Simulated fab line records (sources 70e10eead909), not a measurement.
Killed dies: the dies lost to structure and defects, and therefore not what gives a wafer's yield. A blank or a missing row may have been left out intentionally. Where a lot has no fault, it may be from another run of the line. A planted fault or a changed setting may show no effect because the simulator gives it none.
fab line records | flow nand_harc
[record] lots = 13 wafers = 39 last_day = 34
route steps=1302 shown P_ZERO_WELL@56 P_STI@85 P_GATE@143 END@1302
lots that met no fault: from a run of the same line without faults
start_h: the number of hours between the record's first day and the start of the first shown wafer of the lot | wait_h: hours elapsed since this lot's preceding step | " identical to the entry in the row above | L1.1+2: several wafers, shown together as one row | - no value, or no start given | * or withheld: withheld | < > ~ a bound
route shown NAME@n: a module of which the file shows steps, and the number in the route of the first | usual: mean/standard deviation taken from wafers without a fault | same: alike in all rows | chamber/n: place in a boat | sites: each site's reading | _std_site: the values' standard deviation | _edge_site: mean of outer sites minus mean of inner sites | radius_mm: how far each site lies from the wafer's centre | mask NAME#n: copy n | behind: the most recent tool/chamber to have shaped the wafer | hold: why the lot went on hold/how many hours it stayed there/how the hold came to an end | device: names the non-switching transistor (n, p or np) | end of line: tests run on the same wafers once the route is complete | where a step has no rows: the recipe by itself | killed: the dies lost at the first sort to structure and to defects; this is not the yield of the wafer | map: dies across one wafer; x = killed, . = not, _ = none there
set.NAME: the run value of the setting; set.NAME@STEP: its run value at that earlier step | model.NAME: the simulator's own value behind a step, which no gauge read
steps of the route over a sample of lots; a table a step, a row a wafer
services: when a tool's chamber went out of use (start_h, in hours from the record's first day, below 0 if earlier), for how many hours, and the reason
[[steps]]
[step NHARC_P_ZERO_WELL_EXPOSE_49]
[recipe] na = 0.6 target_cd_nm = 2000 dose_mj = 22.64 mask_id = P_HVPW
// columns lot.wafer tool chamber start_h wait_h mask
L373.1+2+4 krf_scanner-04 0 26.12 - P_HVPW#0
L375.4+5+6 krf_scanner-01 0 46.13 - P_HVPW#0
L376.1+2+3 krf_scanner-02 0 55.67 - P_HVPW#0
L377.1+2+4 krf_scanner-01 0 65.71 - P_HVPW#0
L378.2+5+6 krf_scanner-02 0 75.75 - P_HVPW#0
L379.3+4+5 krf_scanner-02 0 86.05 - P_HVPW#0
L380.1+3+5 krf_scanner-01 0 95.89 - P_HVPW#0
L381.1+4+5 krf_scanner-01 0 105.63 - P_HVPW#0
L384.1+2+4 krf_scanner-04 0 135.60 - P_HVPW#0
L385.1+2+5 krf_scanner-02 0 146.75 - P_HVPW_R1#0
L386.1+4+6 krf_scanner-01 0 155.80 - P_HVPW#0
L395.2+4+5 krf_scanner-04 0 245.51 - P_HVPW#0
L396.1+3+4 krf_scanner-02 0 255.64 - P_HVPW#0
[step NHARC_P_ZERO_WELL_CD_MEAS_52]
[recipe] target_cd_nm = 2000 landing_energy_ev = 500
[usual] cd_nm = 2000.3/1.8
// columns lot.wafer tool chamber start_h wait_h cd_nm
L373.1 cd_sem-01 0 26.28 - 1998.8
L373.2 " 0 " " 2000.2
L373.4 " 0 " " 1997.9
L375.4 cd_sem-03 0 46.28 - 2004.5
L375.5 " 0 " " 1997.9
L375.6 " 0 " " 2001.0
L376.1 cd_sem-01 0 55.83 - 1999.9
L376.2 " 0 " " 2000.0
L376.3 " 0 " " 2000.6
L377.1 cd_sem-02 0 65.87 - 2000.9
L377.2 " 0 " " 1999.0
L377.4 " 0 " " 1996.8
L378.2 cd_sem-01 0 75.91 - 2000.9
L378.5 " 0 " " 2000.8
L378.6 " 0 " " 2001.1
L379.3 cd_sem-03 0 86.20 - 1998.9
L379.4 " 0 " " 1998.7
L379.5 " 0 " " 2000.3
L380.1 cd_sem-02 0 96.05 - 1998.6
L380.3 " 0 " " 2001.8
L380.5 " 0 " " 2001.1
L381.1 cd_sem-02 0 105.78 - 1998.5
L381.4 " 0 " " 2003.5
L381.5 " 0 " " 2003.7
L384.1 cd_sem-01 0 135.76 - 1998.8
L384.2 " 0 " " 2000.5
L384.4 " 0 " " 1998.3
L385.1 cd_sem-01 0 146.91 - 1865.8
L385.2 " 0 " " 1868.4
L385.5 " 0 " " 1866.5
L386.1 cd_sem-01 0 155.96 - 2003.4
L386.4 " 0 " " 2001.8
L386.6 " 0 " " 2003.5
L395.2 cd_sem-01 0 245.67 - 2001.1
L395.4 " 0 " " 1998.5
L395.5 " 0 " " 2001.1
L396.1 cd_sem-03 0 255.80 - 2002.7
L396.3 " 0 " " 2002.2
L396.4 " 0 " " 2000.4
[step NHARC_P_STI_INSPECT_11]
[usual] raw_defect_count = 5.7/2.9
// columns lot.wafer tool chamber start_h wait_h raw_defect_count
L373.1 defect_inspect-02 - 48.91 0.0 3
L373.2 " - " " 7
L373.4 " - " " 4
L375.4 defect_inspect-01 - 63.32 0.0 8
L375.5 " - " " 8
L375.6 " - " " 12
L376.1 defect_inspect-02 - 74.50 0.0 10
L376.2 " - " " 4
L376.3 " - " " 7
L377.1 defect_inspect-02 - 84.14 0.0 6
L377.2 " - " " 3
L377.4 " - " " 2
L378.2 defect_inspect-01 - 95.18 0.0 8
L378.5 " - " " 6
L378.6 " - " " 8
L379.3 defect_inspect-02 - 104.31 0.0 2
L379.4 " - " " 7
L379.5 " - " " 0
L380.1 defect_inspect-02 - 115.36 0.0 7
L380.3 " - " " 7
L380.5 " - " " 4
L381.1 defect_inspect-02 - 127.83 0.0 7
L381.4 " - " " 5
L381.5 " - " " 3
L384.1 defect_inspect-02 - 158.19 0.0 4
L384.2 " - " " 5
L384.4 " - " " 4
L385.1 defect_inspect-01 - 166.29 0.0 9
L385.2 " - " " 2
L385.5 " - " " 6
L386.1 defect_inspect-02 - 173.18 0.0 6
L386.4 " - " " 5
L386.6 " - " " 9
L395.2 defect_inspect-02 - 264.19 0.0 2
L395.4 " - " " 3
L395.5 " - " " 9
L396.1 defect_inspect-02 - 274.07 0.0 17
L396.3 " - " " 8
L396.4 " - " " 5
[step NHARC_P_STI_ETCH_15]
[recipe] target_depth_a = 3000 taper_deg = 4 time_s = 100.1 hbr_flow_sccm = 150 cl2_flow_sccm = 50 rf_w = 400 icp_w = 400 bias_w = 100 chemistry = HBr/Cl2
[usual] drypump_motor_current_A = 5.7/0.62 oes_product_au = 0.998/0.0081 throttle_valve_pct = 26.406/0.009
// columns lot.wafer tool chamber start_h wait_h drypump_motor_current_A oes_product_au rf_hours_counter_h throttle_valve_pct
L373.1 rie_si-04 3 49.31 - 5.2 0.996 0.33 26.403
L373.2 " 0 " " 6.5 1.002 0.34 26.390
L373.4 " 1 " " 6.5 0.988 0.31 26.402
L375.4 rie_si-03 3 63.75 - 4.7 1.000 0.07 26.415
L375.5 " 2 " " 5.4 1.010 - 26.399
L375.6 " 3 " " 4.7 0.997 - 26.397
L376.1 rie_si-05 3 74.91 - 4.7 0.978 0.74 26.416
L376.2 " 0 " " 6.1 0.998 0.68 26.406
L376.3 " 2 " " 6.2 1.002 0.80 26.423
L377.2 rie_si-04 1 84.59 - 6.5 0.987 0.46 26.379
L377.1 " 3 " " 5.2 1.003 0.63 26.412
L377.4 " 3 " " 5.2 1.004 - 26.401
L378.2 rie_si-04 3 95.60 - 5.2 1.009 0.75 26.408
L378.6 " 3 " " 5.3 0.996 - 26.394
L378.5 " 0 " " 6.5 0.989 - 26.415
L379.3 rie_si-03 1 104.73 - 6.3 0.995 0.35 26.392
L379.4 " 3 " " 4.7 0.981 0.37 26.424
L379.5 " 1 " " 6.3 0.997 - 26.410
L380.1 rie_si-05 3 115.77 - 4.8 0.996 1.03 26.405
L380.3 " 0 " " 6.1 0.991 - 26.408
L380.5 " 0 " " 6.2 0.996 - 26.393
L381.1 rie_si-03 2 128.25 - 5.4 1.004 0.47 26.412
L381.4 " 3 " " 4.7 0.995 0.46 26.406
L381.5 " 2 " " 5.4 1.001 - 26.393
L384.2 rie_si-05 2 158.62 - 6.3 0.990 0.06 26.406
L384.1 " 3 " " 4.8 0.990 0.14 26.386
L384.4 " 0 " " 6.1 1.000 0.14 26.416
L385.1 rie_si-05 1 166.74 - 6.0 1.003 0.18 26.422
L385.2 " 3 " " 4.7 0.993 0.19 26.401
L385.5 " 2 " " 6.3 0.997 - 26.410
L386.4 rie_si-03 1 173.61 - 6.3 1.006 0.96 26.424
L386.1 " 3 " " 4.7 1.014 0.70 26.392
L386.6 " 1 " " 6.3 1.000 - 26.404
L395.4 rie_si-04 1 264.60 - 6.5 1.008 0.57 26.413
L395.2 " 3 " " 5.2 1.000 0.70 26.397
L395.5 " 2 " " 5.3 1.014 - 26.406
L396.4 rie_si-04 2 274.48 - 5.3 0.992 0.68 26.410
L396.3 " 3 " " 5.2 0.998 0.76 26.409
L396.1 " 0 " " 6.5 1.001 0.78 26.410
[step NHARC_P_GATE_INSPECT_28]
[usual] raw_defect_count = 6/3.4
// columns lot.wafer tool chamber start_h wait_h raw_defect_count
L373.1 defect_inspect-01 - 105.89 0.0 4
L373.2 " - " " 3
L373.4 " - " " 6
L375.4 defect_inspect-01 - 121.57 0.0 4
L375.5 " - " " 5
L375.6 " - " " 9
L376.1 defect_inspect-01 - 127.74 0.0 10
L376.2 " - " " 16
L376.3 " - " " 10
L377.1 defect_inspect-01 - 138.25 0.0 5
L377.2 " - " " 4
L377.4 " - " " 3
L378.2 defect_inspect-01 - 162.45 0.0 4
L378.5 " - " " 11
L378.6 " - " " 6
L379.3 defect_inspect-02 - 174.18 0.0 3
L379.4 " - " " 2
L379.5 " - " " 1
L380.1 defect_inspect-02 - 181.10 0.0 12
L380.3 " - " " 6
L380.5 " - " " 11
L381.1 defect_inspect-01 - 184.29 0.0 5
L381.4 " - " " 3
L381.5 " - " " 3
L384.1 defect_inspect-02 - 214.18 0.0 9
L384.2 " - " " 10
L384.4 " - " " 10
L385.1 defect_inspect-02 - 221.74 0.0 4
L385.2 " - " " 6
L385.5 " - " " 4
L386.1 defect_inspect-02 - 223.19 0.0 13
L386.4 " - " " 6
L386.6 " - " " 12
L395.2 defect_inspect-02 - 316.41 0.0 4
L395.4 " - " " 2
L395.5 " - " " 5
L396.1 defect_inspect-02 - 325.01 0.0 2
L396.3 " - " " 5
L396.4 " - " " 6
[step NHARC_END_SORT_01]
[recipe] temp_c = 25
[usual] killed_at_array = 64/18 killed_at_other = 0.8/1.1 killed_at_periphery = 3.8/2.7 killed_dies = 68/18 killed_open = 3.3/1.9 killed_short = 2.3/1.8
[same] gross_dies = 677
// columns lot.wafer tool chamber start_h wait_h killed_at_array killed_at_other killed_at_periphery killed_dies killed_open killed_short
L385.1 prober-01 0 686.13 2.5 75 0 8 83 3 0
// killed by level:class
L385.1 A_SLIT:chamber_film_flake=28 A_CHANNEL_HOLE_D1:chamber_film_flake=27 A_CHANNEL_HOLE_D2:chamber_film_flake=11 P_CONTACT:chamber_film_flake=6 A_CHANNEL_FILL_D2:chamber_film_flake=3 A_BLC:chamber_film_flake=3 P_GATE:geometric_particle:open=1 A_CHANNEL_HOLE_D2:geometric_particle:open=1
[[services]]
// columns tool chamber start_h hours kind
krf_scanner-04 - 4.94 1.0 repair
krf_scanner-04 - 10.00 4.0 pm
krf_scanner-04 - 22.17 2.4 repair
rie_si-03 - 44.00 9.0 pm
rie_si-04 0 47.12 1.5 repair
rie_si-03 0 79.11 5.2 repair
rie_si-04 2 79.17 13.6 repair
krf_scanner-02 - 94.00 4.0 pm
rie_si-03 2 101.62 2.3 repair
rie_si-05 1 110.84 5.6 repair
rie_si-05 2 113.76 32.4 repair
rie_si-05 - 128.00 9.0 pm
rie_si-05 - 137.26 2.1 repair
krf_scanner-01 - 140.00 4.0 pm
krf_scanner-01 - 146.64 0.8 repair
krf_scanner-01 - 147.72 3.9 repair
krf_scanner-02 - 159.04 0.8 repair
rie_si-04 - 165.00 9.0 pm
krf_scanner-02 - 215.09 0.6 repair
rie_si-05 3 216.71 3.3 repair
rie_si-03 - 221.00 9.0 pm
rie_si-03 - 260.32 0.7 repair
rie_si-03 2 264.15 2.9 repair
krf_scanner-02 - 266.00 4.0 pm
[[key]]
[first_sign] step = NHARC_P_ZERO_WELL_EXPOSE_49 reading = mask direction = changed
[effect] step = NHARC_P_ZERO_WELL_CD_MEAS_52 reading = cd_nm direction = down sigmas = 75 usual = 2000.3 struck = 1866.9
met_at NHARC_P_ZERO_WELL_EXPOSE_49
struck_lots L385
tester_left_out L385
not_acting_at NHARC_P_STI_INSPECT_11,NHARC_P_STI_ETCH_15,NHARC_P_GATE_INSPECT_28
onset_between 86.05 146.75
[fault] kind = wrong_mask tool = any chamber = - onset_h = 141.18 steps = NHARC_P_ZERO_WELL_EXPOSE_49 aux_copy = P_HVPW_R1#0 cd_offset_nm = -132.75 scope = struck_lots_only
// tester_left_out: of these lots the tester's yield and bins aren't shown, on N5 and GAA mostly nor the transistor test; their killed dies are dies lost to structure and defects alone, not to doping, threshold or leakage, so they don't give the yield
